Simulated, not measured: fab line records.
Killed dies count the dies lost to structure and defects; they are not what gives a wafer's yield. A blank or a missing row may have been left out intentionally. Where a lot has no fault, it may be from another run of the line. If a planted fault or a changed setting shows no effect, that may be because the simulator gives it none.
fab line records ; flow nand-harc
record lots=13; wafers=39; last-day=24
route steps=1159 shown A_CONTACT@908
lots that met no fault: taken from a fault-free run of the same line
start-h: hours from the record's opening day to when the first of the lot's shown wafers began ; wait-h: hours since the lot's step before ; " unchanged from the row above ; L1.1+2: several wafers, shown together as one row ; - no value, or no start given ; * or withheld: withheld ; < > ~ a bound
route shown NAME@n: names a module that has steps shown in the file, with the first one's number in the route ; usual: average and standard deviation across the fault-free wafers ; same: alike in all rows ; chamber/n: place in a boat ; sites: readings site by site ; _std_site: standard deviation of those values ; _edge_site: mean of outer sites minus mean of inner sites ; radius-mm: how far each site lies from the wafer's centre ; mask NAME#n: copy n ; behind: the tool/chamber that last shaped the wafer ; hold: why the lot went on hold/how many hours it stayed there/how the hold came to an end ; device: the n, p or np transistor that did not switch ; end of line: the tests these same wafers got at the end of their route ; step lacking rows: just its recipe ; killed: count of dies lost to structure and defects at first sort (not the wafer's yield) ; map: dies across one wafer; x = killed, . = not, _ = none there
set.NAME: the run value of the setting; set.NAME@STEP: its run value at that earlier step ; model.NAME: the simulator's own value behind a step, which no gauge read
steps of the route over a sample of lots; a table a step, a row a wafer
services: when a tool's chamber went out of use (start-h, in hours from the record's first day, below 0 if earlier), for how many hours, and the reason
## steps
# step NHARC_A_CONTACT_ETCH_128
# recipe source-w=withheld; pressure-mtorr=20; bias-v=1200; time-s=155; target-depth-a=9560; ar-flow-sccm=withheld; c4f8-flow-sccm=withheld; o2-flow-sccm=withheld; chemistry=C4F8/O2/Ar
lot.wafer;tool;chamber;start-h;wait-h;rf-hours-counter-h
L306.1;har-cap-etch-01;0;363.24;0.1;57
L306.3;har-cap-etch-01;0;363.24;0.1;-
L306.5;har-cap-etch-01;0;363.24;0.1;-
L310.1;har-cap-etch-01;0;394.28;0.1;63
L310.4;har-cap-etch-01;1;394.28;0.1;-
L310.6;har-cap-etch-01;1;394.28;0.1;-
L314.2;har-cap-etch-01;1;407.10;0.1;65
L314.6;har-cap-etch-01;1;407.10;0.1;-
L314.5;har-cap-etch-01;0;407.10;0.1;-
L311.3;har-cap-etch-02;0;414.65;0.1;-
L311.4;har-cap-etch-02;1;414.65;0.1;-
L311.6;har-cap-etch-02;0;414.65;0.1;-
L313.2;har-cap-etch-03;0;425.65;0.1;90
L313.1;har-cap-etch-03;1;425.65;0.1;90
L313.4;har-cap-etch-03;0;425.65;0.1;-
L316.4;har-cap-etch-02;0;437.87;0.1;-
L316.3;har-cap-etch-02;1;437.87;0.1;-
L316.5;har-cap-etch-02;1;437.87;0.1;-
L319.1;har-cap-etch-01;1;442.18;0.1;71
L319.6;har-cap-etch-01;0;442.18;0.1;-
L319.5;har-cap-etch-01;1;442.18;0.1;-
L318.2;har-cap-etch-02;0;442.43;0.1;23
L318.3;har-cap-etch-02;1;442.43;0.1;-
L318.5;har-cap-etch-02;0;442.43;0.1;-
L315.4;har-cap-etch-02;1;445.51;0.1;-
L315.6;har-cap-etch-02;1;445.51;0.1;-
L315.5;har-cap-etch-02;0;445.51;0.1;-
L321.1;har-cap-etch-02;0;457.54;0.1;27
L321.3;har-cap-etch-02;1;457.54;0.1;-
L321.4;har-cap-etch-02;0;457.54;0.1;-
L324.4;har-cap-etch-03;1;483.11;0.1;-
L324.6;har-cap-etch-03;1;483.11;0.1;-
L324.5;har-cap-etch-03;0;483.11;0.1;-
L323.2;har-cap-etch-03;1;491.71;0.1;103
L323.4;har-cap-etch-03;1;491.71;0.1;-
L323.5;har-cap-etch-03;1;491.71;0.1;-
L328.1;har-cap-etch-01;1;515.05;0.1;81
L328.4;har-cap-etch-01;1;515.05;0.1;-
L328.6;har-cap-etch-01;0;515.05;0.1;-
# step NHARC_A_CONTACT_ETCH_132
# recipe source-w=withheld; pressure-mtorr=20; bias-v=1200; time-s=156; target-depth-a=9580; ar-flow-sccm=withheld; c4f8-flow-sccm=withheld; o2-flow-sccm=withheld; chemistry=C4F8/O2/Ar
lot.wafer;tool;chamber;start-h;wait-h;rf-hours-counter-h
L306.1;har-cap-etch-01;0;363.81;0.1;57
L306.3;har-cap-etch-01;0;363.81;0.1;-
L306.5;har-cap-etch-01;0;363.81;0.1;-
L310.1;har-cap-etch-01;0;394.84;0.1;64
L310.4;har-cap-etch-01;1;394.84;0.1;-
L310.6;har-cap-etch-01;1;394.84;0.1;-
L314.2;har-cap-etch-01;1;407.66;0.1;66
L314.6;har-cap-etch-01;1;407.66;0.1;-
L314.5;har-cap-etch-01;0;407.66;0.1;-
L311.3;har-cap-etch-02;0;415.22;0.1;-
L311.4;har-cap-etch-02;1;415.22;0.1;-
L311.6;har-cap-etch-02;0;415.22;0.1;-
L313.2;har-cap-etch-03;0;426.22;0.1;91
L313.1;har-cap-etch-03;1;426.22;0.1;91
L313.4;har-cap-etch-03;0;426.22;0.1;-
L316.4;har-cap-etch-02;0;438.44;0.1;-
L316.3;har-cap-etch-02;1;438.44;0.1;-
L316.5;har-cap-etch-02;1;438.44;0.1;-
L319.1;har-cap-etch-01;1;442.74;0.1;71
L319.6;har-cap-etch-01;0;442.74;0.1;-
L319.5;har-cap-etch-01;1;442.74;0.1;-
L318.2;har-cap-etch-02;0;443.00;0.1;24
L318.3;har-cap-etch-02;1;443.00;0.1;-
L318.5;har-cap-etch-02;0;443.00;0.1;-
L315.4;har-cap-etch-02;1;446.08;0.1;-
L315.6;har-cap-etch-02;1;446.08;0.1;-
L315.5;har-cap-etch-02;0;446.08;0.1;-
L321.1;har-cap-etch-02;0;458.11;0.1;28
L321.3;har-cap-etch-02;1;458.11;0.1;-
L321.4;har-cap-etch-02;0;458.11;0.1;-
L324.4;har-cap-etch-03;1;483.67;0.1;-
L324.6;har-cap-etch-03;1;483.67;0.1;-
L324.5;har-cap-etch-03;0;483.67;0.1;-
L323.2;har-cap-etch-03;1;492.28;0.1;104
L323.4;har-cap-etch-03;1;492.28;0.1;-
L323.5;har-cap-etch-03;1;492.28;0.1;-
L328.1;har-cap-etch-01;1;515.62;0.1;82
L328.4;har-cap-etch-01;1;515.62;0.1;-
L328.6;har-cap-etch-01;0;515.62;0.1;-
# step NHARC_A_CONTACT_ETCH_133
# recipe source-w=withheld; pressure-mtorr=20; bias-v=400; time-s=195; target-depth-a=8400; ar-flow-sccm=withheld; c4f8-flow-sccm=11.5; o2-flow-sccm=7.2; chemistry=C4F8/O2/Ar
lot.wafer;tool;chamber;start-h;wait-h;rf-hours-counter-h
L306.1;har-cap-etch-01;0;363.98;0.1;57
L306.3;har-cap-etch-01;0;363.98;0.1;-
L306.5;har-cap-etch-01;0;363.98;0.1;-
L310.1;har-cap-etch-01;0;394.98;0.1;64
L310.4;har-cap-etch-01;1;394.98;0.1;-
L310.6;har-cap-etch-01;1;394.98;0.1;-
L314.2;har-cap-etch-01;1;407.80;0.1;66
L314.6;har-cap-etch-01;1;407.80;0.1;-
L314.5;har-cap-etch-01;0;407.80;0.1;-
L311.3;har-cap-etch-02;0;415.40;0.2;-
L311.4;har-cap-etch-02;1;415.40;0.2;-
L311.6;har-cap-etch-02;0;415.40;0.2;-
L313.2;har-cap-etch-03;0;426.37;0.1;91
L313.1;har-cap-etch-03;1;426.37;0.1;91
L313.4;har-cap-etch-03;0;426.37;0.1;-
L316.4;har-cap-etch-02;0;438.63;0.2;-
L316.3;har-cap-etch-02;1;438.63;0.2;-
L316.5;har-cap-etch-02;1;438.63;0.2;-
L319.1;har-cap-etch-01;1;442.91;0.1;71
L319.6;har-cap-etch-01;0;442.91;0.1;-
L319.5;har-cap-etch-01;1;442.91;0.1;-
L318.2;har-cap-etch-02;0;443.14;0.1;24
L318.3;har-cap-etch-02;1;443.14;0.1;-
L318.5;har-cap-etch-02;0;443.14;0.1;-
L315.4;har-cap-etch-02;1;446.27;0.2;-
L315.6;har-cap-etch-02;1;446.27;0.2;-
L315.5;har-cap-etch-02;0;446.27;0.2;-
L321.1;har-cap-etch-02;0;458.27;0.1;28
L321.3;har-cap-etch-02;1;458.27;0.1;-
L321.4;har-cap-etch-02;0;458.27;0.1;-
L324.4;har-cap-etch-03;1;483.86;0.2;-
L324.6;har-cap-etch-03;1;483.86;0.2;-
L324.5;har-cap-etch-03;0;483.86;0.2;-
L323.2;har-cap-etch-03;1;492.42;0.1;104
L323.4;har-cap-etch-03;1;492.42;0.1;-
L323.5;har-cap-etch-03;1;492.42;0.1;-
L328.1;har-cap-etch-01;1;515.78;0.1;82
L328.4;har-cap-etch-01;1;515.78;0.1;-
L328.6;har-cap-etch-01;0;515.78;0.1;-
# step NHARC_A_CONTACT_EXPOSE_05
# recipe na=1.35; sigma-outer=0.8; dose-mj=84.24; mask-id=A_CC
# usual exposure-dose-mJ-cm2=84.25/0.086
# same na=1.35
lot.wafer;tool;chamber;start-h;wait-h;mask;exposure-dose-mJ-cm2
L306.1;arfi-scanner-03;0;368.42;-;A_CC#0;84.43
L306.3;arfi-scanner-03;0;368.42;-;A_CC#0;84.39
L306.5;arfi-scanner-03;0;368.42;-;A_CC#0;84.46
L310.1;arfi-scanner-03;0;398.82;-;A_CC#0;84.29
L310.4;arfi-scanner-03;0;398.82;-;A_CC#0;84.17
L310.6;arfi-scanner-03;0;398.82;-;A_CC#0;84.13
L314.2;arfi-scanner-01;0;412.82;-;A_CC#0;84.26
L314.5;arfi-scanner-01;0;412.82;-;A_CC#0;84.31
L314.6;arfi-scanner-01;0;412.82;-;A_CC#0;84.18
L311.3;arfi-scanner-02;0;420.98;-;A_CC#0;84.33
L311.4;arfi-scanner-02;0;420.98;-;A_CC#0;84.39
L311.6;arfi-scanner-02;0;420.98;-;A_CC#0;84.22
L313.1;arfi-scanner-03;0;430.10;-;A_CC#0;84.25
L313.2;arfi-scanner-03;0;430.10;-;A_CC#0;84.21
L313.4;arfi-scanner-03;0;430.10;-;A_CC#0;84.17
L316.3;arfi-scanner-01;0;442.13;-;A_CC#0;84.32
L316.4;arfi-scanner-01;0;442.13;-;A_CC#0;84.37
L316.5;arfi-scanner-01;0;442.13;-;A_CC#0;84.27
L319.1;arfi-scanner-02;0;446.49;-;A_CC#0;84.35
L319.5;arfi-scanner-02;0;446.49;-;A_CC#0;84.16
L319.6;arfi-scanner-02;0;446.49;-;A_CC#0;84.27
L318.2;arfi-scanner-01;0;446.90;-;A_CC#0;84.12
L318.3;arfi-scanner-01;0;446.90;-;A_CC#0;84.19
L318.5;arfi-scanner-01;0;446.90;-;A_CC#0;84.25
L315.4;arfi-scanner-01;0;449.63;-;A_CC#0;120.14
L315.5;arfi-scanner-01;0;449.63;-;A_CC#0;120.08
L315.6;arfi-scanner-01;0;449.63;-;A_CC#0;120.09
L321.1;arfi-scanner-02;0;462.85;-;A_CC#0;84.24
L321.3;arfi-scanner-02;0;462.85;-;A_CC#0;84.33
L321.4;arfi-scanner-02;0;462.85;-;A_CC#0;84.35
L324.4;arfi-scanner-01;0;490.68;-;A_CC#0;112.91
L324.5;arfi-scanner-01;0;490.68;-;A_CC#0;112.98
L324.6;arfi-scanner-01;0;490.68;-;A_CC#0;113.00
L323.2;arfi-scanner-02;0;496.11;-;A_CC#0;84.15
L323.4;arfi-scanner-02;0;496.11;-;A_CC#0;84.28
L323.5;arfi-scanner-02;0;496.11;-;A_CC#0;84.12
L328.1;arfi-scanner-02;0;520.13;-;A_CC#0;84.26
L328.4;arfi-scanner-02;0;520.13;-;A_CC#0;84.16
L328.6;arfi-scanner-02;0;520.13;-;A_CC#0;84.46
# step NHARC_A_CONTACT_CD_MEAS_08
# recipe target-cd-nm=100; landing-energy-ev=500
# usual cd-nm=100.3/0.59
lot.wafer;tool;chamber;start-h;wait-h;cd-nm
L306.1;cd-sem-03;0;368.56;-;98.6
L306.3;cd-sem-03;0;368.56;-;100.1
L306.5;cd-sem-03;0;368.56;-;100.1
L310.1;cd-sem-02;0;398.97;-;99.5
L310.4;cd-sem-02;0;398.97;-;99.4
L310.6;cd-sem-02;0;398.97;-;99.3
L314.2;cd-sem-03;0;412.95;-;100.5
L314.5;cd-sem-03;0;412.95;-;100.5
L314.6;cd-sem-03;0;412.95;-;101.1
L311.3;cd-sem-01;0;421.12;-;101.1
L311.4;cd-sem-01;0;421.12;-;99.9
L311.6;cd-sem-01;0;421.12;-;101.4
L313.1;cd-sem-02;0;430.25;-;101.1
L313.2;cd-sem-02;0;430.25;-;100.0
L313.4;cd-sem-02;0;430.25;-;100.8
L316.3;cd-sem-02;0;442.26;-;99.9
L316.4;cd-sem-02;0;442.26;-;99.2
L316.5;cd-sem-02;0;442.26;-;100.1
L319.1;cd-sem-01;0;446.63;-;100.4
L319.5;cd-sem-01;0;446.63;-;100.4
L319.6;cd-sem-01;0;446.63;-;100.5
L318.2;cd-sem-03;0;447.04;-;100.2
L318.3;cd-sem-03;0;447.04;-;100.7
L318.5;cd-sem-03;0;447.04;-;98.7
L315.4;cd-sem-03;0;449.76;-;128.1
L315.5;cd-sem-03;0;449.76;-;128.4
L315.6;cd-sem-03;0;449.76;-;128.5
L321.1;cd-sem-02;0;462.99;-;99.4
L321.3;cd-sem-02;0;462.99;-;101.3
L321.4;cd-sem-02;0;462.99;-;100.1
L324.4;cd-sem-03;0;490.81;-;123.9
L324.5;cd-sem-03;0;490.81;-;123.6
L324.6;cd-sem-03;0;490.81;-;123.8
L323.2;cd-sem-03;0;496.25;-;100.4
L323.4;cd-sem-03;0;496.25;-;99.2
L323.5;cd-sem-03;0;496.25;-;100.4
L328.1;cd-sem-03;0;520.27;-;100.3
L328.4;cd-sem-03;0;520.27;-;100.7
L328.6;cd-sem-03;0;520.27;-;100.4
## services
tool;chamber;start-h;hours;kind
arfi-scanner-02;-;359.64;0.3;repair
arfi-scanner-03;-;365.66;1.1;repair
arfi-scanner-01;-;368.00;4.0;pm
arfi-scanner-02;-;370.86;1.8;repair
arfi-scanner-01;-;379.43;0.3;repair
arfi-scanner-03;-;400.01;0.5;repair
arfi-scanner-02;-;428.01;4.0;pm
arfi-scanner-03;-;483.15;3.8;repair
arfi-scanner-02;-;484.45;1.0;repair
arfi-scanner-03;-;502.06;4.0;pm
## key
first-sign step=NHARC_A_CONTACT_EXPOSE_05; reading=exposure-dose-mJ-cm2; direction=up; sigmas=99+; usual=84.25; struck=116.53
effect step=NHARC_A_CONTACT_CD_MEAS_08; reading=cd-nm; direction=up; sigmas=44; usual=100.3; struck=126.0; through=control-loop
met-at NHARC_A_CONTACT_EXPOSE_05
struck-lots L315,L324
tester-left-out L315,L324
loop-trim step=NHARC_A_CONTACT_EXPOSE_05; setting=dose; lots=L324
not-acting-at NHARC_A_CONTACT_ETCH_128,NHARC_A_CONTACT_ETCH_132,NHARC_A_CONTACT_ETCH_133
onset-between 446.90 449.63
fault kind=process-parameter-drift; tool=arfi-scanner-01; chamber=-; onset-h=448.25; steps=NHARC_A_CONTACT_EXPOSE_05; channel=dose-mj; offset=35.872; shape=step; acts-in=these-recipes-only; stated=84.24
# tester-left-out: of these lots the tester's yield and bins aren't shown, on N5 and GAA mostly nor the transistor test; their killed dies are dies lost to structure and defects alone, not to doping, threshold or leakage, so they don't give the yield
# loop-trim: a control loop set the setting to another value than it would have without faults
